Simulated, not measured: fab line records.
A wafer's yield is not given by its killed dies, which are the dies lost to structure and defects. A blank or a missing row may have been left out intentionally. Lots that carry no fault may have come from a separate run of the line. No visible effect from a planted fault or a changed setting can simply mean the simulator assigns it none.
fab line records ; flow n5Finfet ; part 2 of 2: steps 21 to 27 of 27
[record] lots = 5; wafers = 15; lastDay = 18
route steps=1938 shown HKMG_FIN@425
lots that met no fault: taken from a fault-free run of the same line
startH: the number of hours between the record's first day and the start of the first shown wafer of the lot ; waitH: hours from the lot's prior step to this one ; " as in the row above ; L1.1+2: one row covering several wafers at once ; - either no value or no given start ; * or withheld: withheld ; < > ~ a bound
route shown NAME@n: a module of which the file shows steps, and the number in the route of the first ; usual: mean and standard deviation over wafers with no fault ; same: alike in all rows ; chamber/n: place in a boat ; sites: the reading at each site ; _std_site: the standard deviation of these ; _edge_site: the outer-site mean with the inner-site mean subtracted ; radiusMm: how far each site lies from the wafer's centre ; mask NAME#n: copy n ; behind: the most recent tool/chamber to have shaped the wafer ; hold: cause of the lot's hold/its duration in hours/its outcome ; device: the transistor (n, p or np) that didn't switch ; end of line: tests run on the same wafers once the route is complete ; for a step that has no rows: nothing shown but its recipe ; killed: count of dies lost to structure and defects at first sort (not the wafer's yield) ; map: dies across one wafer; x = killed, . = not, _ = none there
set.NAME: the setting the step ran with; set.NAME@STEP: the setting that earlier step ran with ; model.NAME: the simulator's own value behind a step, which no gauge read
lots at some steps of the route; a table a step, a row a wafer
services: a tool's chamber out of use, with start hour (startH, from the record's first day; less than 0 if before it), hours out, and reason
[[steps]]
[step N5_HKMG_FIN_STRIP_89]
[recipe] chemistry = N2/H2; material = SOC; timeS = 20; powerW = 500; tempC = 40; pressureMtorr = 50; rfFrequencyHz = 6e+07; biasPowerW = 8; h2Frac = 0.5; n2FlowSccm = 300; h2FlowSccm = 300
[usual] drypumpMotorCurrentA = 5.6/0.49; oesProductAu = 0.78/0.091; rfVppV = 54.1/0.85; showerheadPlenumPTorr = 3.39/0.12; throttleValvePct = 18.8/0.31
lot.wafer;tool;chamber;startH;waitH;drypumpMotorCurrentA;oesProductAu;rfHoursCounterH;rfVppV;showerheadPlenumPTorr;throttleValvePct
L075.3;rieDiel-06;2;82.85;0.0;5.0;0.70;205;53.3;3.33;18.8
L075.4;rieDiel-06;3;82.85;0.0;6.0;0.83;-;53.3;3.54;18.7
L075.6;rieDiel-06;1;82.85;0.0;5.8;0.78;-;54.1;3.26;18.8
L077.2;rieDiel-05;3;95.82;0.0;5.5;0.72;190;53.9;3.45;18.9
L077.3;rieDiel-05;0;95.82;0.0;6.5;0.76;134;53.5;3.24;18.6
L077.4;rieDiel-05;0;95.82;0.0;6.5;0.77;-;53.7;3.24;18.6
L085.1;rieDiel-06;0;144.12;0.0;5.8;0.96;16;55.3;3.58;19.4
L085.2;rieDiel-06;2;144.12;0.0;5.0;0.69;228;53.7;3.32;18.8
L085.6;rieDiel-06;3;144.12;0.0;6.0;0.81;-;54.5;3.53;18.7
L090.1;rieDiel-04;3;182.95;0.0;5.8;0.78;155;54.1;3.21;18.8
L090.2;rieDiel-04;0;182.95;0.0;4.8;0.81;78;54.4;3.38;19.1
L090.5;rieDiel-04;3;182.95;0.0;5.8;0.78;-;53.3;3.21;18.8
L093.2;rieDiel-05;2;209.78;0.0;5.2;0.93;22;54.5;3.54;18.0
L093.3;rieDiel-05;1;209.78;0.0;5.2;0.97;5;54.1;3.42;18.5
L093.4;rieDiel-05;3;209.78;0.0;5.6;0.69;235;53.9;3.42;19.0
[step N5_HKMG_FIN_WET_ETCH_87]
[recipe] chemistry = SC1; target = TiN; mix = 1:2:40; tempC = 50; timeS = 154.2; targetDepthNm = 4.7; dry = ipaMarangoni; rinseTimeS = 30; rinseTempC = 23
lot.wafer;tool;chamber;startH;waitH
L075.3+4+6;wetBench-02;3,1,0;82.95;0.1
L077.2+3+4;wetBench-03;7,6,3;95.92;0.1
L085.1+2+6;wetBench-02;2,4,7;144.22;0.1
L090.1+2+5;wetBench-03;4,5,3;183.05;0.1
L093.2+3+4;wetBench-01;0,3,2;209.88;0.1
[step N5_HKMG_FIN_STRIP_88]
[recipe] chemistry = N2/H2; powerW = 2500; tempC = 300; h2Frac = 0.65; timeS = 360; pressureMtorr = withheld; n2FlowSccm = 1750; h2FlowSccm = 3250
[usual] drypumpMotorCurrentA = 6.18/0.2; heaterPowerW = 496/43
lot.wafer;tool;chamber;startH;waitH;drypumpMotorCurrentA;heaterPowerW;rfHoursCounterH
L075.3;plasmaAsher-01;1;83.16;0.1;6.11;490;-
L075.4;plasmaAsher-01;0;83.16;0.1;6.12;522;-
L075.6;plasmaAsher-01;1;83.16;0.1;6.11;503;-
L077.2;plasmaAsher-01;0;96.01;0.0;6.12;504;37
L077.3;plasmaAsher-01;0;96.01;0.0;6.12;508;-
L077.4;plasmaAsher-01;1;96.01;0.0;6.12;509;-
L085.1;plasmaAsher-02;0;144.32;0.0;5.97;431;109
L085.2;plasmaAsher-02;1;144.32;0.0;6.53;534;109
L085.6;plasmaAsher-02;1;144.32;0.0;6.52;531;-
L090.1;plasmaAsher-02;0;183.14;0.0;5.98;427;115
L090.2;plasmaAsher-02;1;183.14;0.0;6.53;531;115
L090.5;plasmaAsher-02;0;183.14;0.0;6.00;419;-
L093.2;plasmaAsher-01;0;209.97;0.0;6.12;520;57
L093.3;plasmaAsher-01;0;209.97;0.0;6.10;506;-
L093.4;plasmaAsher-01;1;209.97;0.0;6.16;502;-
[step N5_HKMG_FIN_NWFM_ALD_20]
[recipe] material = TiAlC; targetThkA = 20; tempC = 300; aldPrecursorFamily = TiCl4; aldCoReactant = TEA; pulseTimeS = 3; purgeTimeS = 2; coReactantPurgeTimeS = 2; coReactantPulseTimeS = 10; aldCycles = 7; pressureTorr = 3
[usual] heaterPowerOuterW = 276/25; heaterPowerW = 489/34; precursorPulseHeightRel = 0.998/0.018
[same] pulseTimeS = 3
lot.wafer;tool;chamber;startH;waitH;heaterPowerOuterW;heaterPowerW;precursorPulseHeightRel
L075.3;aldMetal-03;3;83.43;0.1;275;478;1.004
L075.4;aldMetal-03;1;83.43;0.1;285;503;1.004
L075.6;aldMetal-03;2;83.43;0.1;285;507;1.004
L077.2;aldMetal-03;0;96.40;0.3;242;441;0.980
L077.3;aldMetal-03;1;96.40;0.3;285;491;1.027
L077.4;aldMetal-03;2;96.40;0.3;291;508;0.961
L085.1;aldMetal-04;2;144.70;0.3;275;500;0.961
L085.2;aldMetal-04;1;144.70;0.3;301;526;0.993
L085.6;aldMetal-04;0;144.70;0.3;306;495;0.965
L090.1;aldMetal-04;2;183.53;0.3;274;504;0.978
L090.2;aldMetal-04;1;183.53;0.3;314;529;0.967
L090.5;aldMetal-04;3;183.53;0.3;244;452;0.992
L093.2;aldMetal-03;1;210.35;0.3;283;528;1.004
L093.3;aldMetal-03;3;210.35;0.3;273;481;1.010
L093.4;aldMetal-03;2;210.35;0.3;289;514;1.037
[step N5_HKMG_FIN_ALD_71]
[recipe] material = TiN; targetThkA = 10; tempC = 400; aldPrecursorFamily = TiCl4; aldCoReactant = NH3; pulseTimeS = 1; purgeTimeS = 3; coReactantPurgeTimeS = 2; coReactantPulseTimeS = 2; aldCycles = 47; pressureTorr = 3
[usual] heaterPowerOuterW = 542/47; heaterPowerW = 873/61; precursorPulseHeightRel = 1.001/0.02
[same] pulseTimeS = 1
lot.wafer;tool;chamber;startH;waitH;heaterPowerOuterW;heaterPowerW;precursorPulseHeightRel
L075.3;aldMetal-03;3;83.53;0.0;534;863;0.963
L075.4;aldMetal-03;1;83.53;0.0;561;905;1.029
L075.6;aldMetal-03;2;83.53;0.0;569;935;0.991
L077.2;aldMetal-03;0;96.50;0.0;479;793;0.980
L077.3;aldMetal-03;1;96.50;0.0;564;891;0.999
L077.4;aldMetal-03;2;96.50;0.0;567;906;0.993
L085.1;aldMetal-04;2;144.80;0.0;566;894;1.054
L085.2;aldMetal-04;1;144.80;0.0;593;942;0.999
L085.6;aldMetal-04;0;144.80;0.0;571;875;1.007
L090.1;aldMetal-04;2;183.63;0.0;552;912;1.006
L090.2;aldMetal-04;1;183.63;0.0;600;943;0.977
L090.5;aldMetal-04;3;183.63;0.0;492;828;0.996
L093.2;aldMetal-03;1;210.45;0.0;567;888;0.984
L093.3;aldMetal-03;3;210.45;0.0;536;850;0.998
L093.4;aldMetal-03;2;210.45;0.0;560;889;0.995
[step N5_HKMG_FIN_COAT_66]
[recipe] resist = SOC; tempC = 250; timeS = 60; spinRpm = 1500; resistThkNm = 300
lot.wafer;tool;chamber;startH;waitH
L075.3+4+6;lithoTrack-04;0;83.81;0.2
L077.2+3+4;lithoTrack-03;0;96.77;0.2
L085.1+2+6;lithoTrack-03;0;145.07;0.2
L090.1+2+5;lithoTrack-03;0;183.90;0.2
L093.2+3+4;lithoTrack-05;0;210.73;0.2
[step N5_HKMG_FIN_ETCH_67]
[recipe] chemistry = N2/H2; target = SOC; targetDepthA = 3889; stopOn = TiN; ionEnergyEv = 100; biasW = 61; pressureMtorr = 30; sourceW = 850; n2FlowSccm = 200; h2FlowSccm = 200
[usual] drypumpMotorCurrentA = 5.7/0.45; oesProductAu = 0.78/0.064; rfVppV = 241.0/1.5; showerheadPlenumPTorr = 2.56/0.092; throttleValvePct = 17.80/0.18
lot.wafer;tool;chamber;startH;waitH;drypumpMotorCurrentA;oesProductAu;rfHoursCounterH;rfVppV;showerheadPlenumPTorr;throttleValvePct
L075.3;rieDiel-06;3;83.87;-;6.0;0.81;87;241.8;2.69;17.80
L075.4;rieDiel-06;2;83.87;-;5.0;0.69;-;241.0;2.52;17.53
L075.6;rieDiel-06;3;83.87;-;6.0;0.81;-;242.1;2.69;17.80
L077.2;rieDiel-04;1;96.83;-;5.9;0.75;148;242.6;2.64;17.57
L077.3;rieDiel-04;3;96.83;-;5.8;0.79;125;238.1;2.43;17.79
L077.4;rieDiel-04;2;96.83;-;5.8;0.83;61;240.7;2.60;17.99
L085.1;rieDiel-06;0;145.14;-;5.8;0.93;17;241.8;2.72;17.87
L085.2;rieDiel-06;3;145.14;-;6.0;0.79;110;242.6;2.68;17.85
L085.6;rieDiel-06;2;145.14;-;4.9;0.69;-;240.3;2.51;17.56
L090.1;rieDiel-04;1;183.96;-;5.9;0.73;177;242.9;2.63;17.61
L090.2;rieDiel-04;0;183.96;-;4.8;0.81;79;241.4;2.56;17.61
L090.5;rieDiel-04;0;183.96;-;4.8;0.81;-;241.0;2.56;17.62
L093.2;rieDiel-04;1;210.79;-;5.9;0.73;185;241.3;2.63;17.63
L093.3;rieDiel-04;0;210.79;-;4.8;0.81;87;240.8;2.56;17.61
L093.4;rieDiel-04;2;210.79;-;5.8;0.79;97;242.3;2.58;18.06
[[services]]
tool;chamber;startH;hours;kind
arfiScanner-02;-;59.11;6.9;repair
arfiScanner-02;-;71.06;1.3;pm
rieDiel-04;1;72.66;7.5;repair
arfiScanner-02;-;74.51;1.0;pm
arfiScanner-03;-;80.61;1.1;repair
plasmaAsher-02;-;81.42;2.8;pm
arfiScanner-02;-;83.02;11.3;repair
rieDiel-05;2;89.97;4.8;repair
arfiScanner-03;-;96.27;4.9;pm
arfiScanner-02;-;102.00;1.4;repair
arfiScanner-02;-;106.64;6.0;pm
rieDiel-04;1;106.99;5.1;repair
arfiScanner-02;-;116.01;1.8;repair
arfiScanner-02;-;125.49;0.8;pm
aldMetal-03;1;133.61;13.1;repair
arfiScanner-03;-;135.80;1.0;pm
aldMetal-03;0;139.45;19.2;repair
arfiScanner-03;-;140.06;0.8;pm
arfiScanner-02;-;144.62;1.0;pm
rieDiel-05;0;147.50;7.9;repair
rieDiel-04;2;158.73;9.8;repair
plasmaAsher-01;-;163.39;2.4;repair
rieDiel-05;2;186.93;18.4;repair
rieDiel-06;1;194.90;14.0;repair
